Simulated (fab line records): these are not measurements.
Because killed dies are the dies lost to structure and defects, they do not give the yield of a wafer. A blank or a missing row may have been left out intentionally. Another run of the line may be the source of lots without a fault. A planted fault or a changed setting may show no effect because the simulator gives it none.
What tool caused it? | flow nand harc | 6 lots with 18 wafers sampled at 2 steps, on a route of 1302 steps

== WHAT EACH GAUGE READ, for each wafer ==
NHARC_A_BONDPAD_OVL_MEAS_35.
lot  | measured     | on         | overlay x nm (nm)
L482 | day 23 08:59 | overlay-01 | 4 4 4
L485 | day 24 14:00 | overlay-02 | 1 1 1
L492 | day 27 09:13 | overlay-02 | -3 -3 -4
L493 | day 28 10:03 | overlay-01 | 13 13 13
L498 | day 30 13:25 | overlay-02 | -8 -8 -8
L501 | day 31 09:13 | overlay-02 | 3 3 3

== WHAT TOOL EACH LOT RAN ON (gives the tool, then ch and the chambers of the sampled wafers, and finally the start) ==
lot  | NHARC_A_ONON_D2_DEP_03
L482 | pecvd onon-04 ch 0, day 12 20:29
L485 | pecvd onon-01 ch 0, day 14 00:30
L492 | pecvd onon-01 ch 0, day 16 14:31
L493 | pecvd onon-01 ch 0, day 17 18:38
L498 | pecvd onon-04 ch 0, day 19 10:40
L501 | pecvd onon-04 ch 0, day 21 04:11
- NHARC_A_ONON_D2_DEP_03: target thk 1000 nm.

== THE ANSWER, worked out from the rows above alone ==
Rule: what is usual is taken from the lots themselves. The widest of any qualifying gaps counts: lots, ordered by their means at a reading, are off when they make up no more than a third of the lots, leave a main group of 4 or more, and stand apart from it by 3 or more times the standard deviation of that group's means. If all means in a main group match to the digits the tables above print for the reading, that group is not used. Also off: a lot with no number at a reading for which 4 or more lots have one. Where the step has rows for the other lots, those lots are counted as sound.
None of the lots is off at any reading shown; this tells nothing.

== WHAT HAD BEEN PUT IN BY THE SIMULATOR ==
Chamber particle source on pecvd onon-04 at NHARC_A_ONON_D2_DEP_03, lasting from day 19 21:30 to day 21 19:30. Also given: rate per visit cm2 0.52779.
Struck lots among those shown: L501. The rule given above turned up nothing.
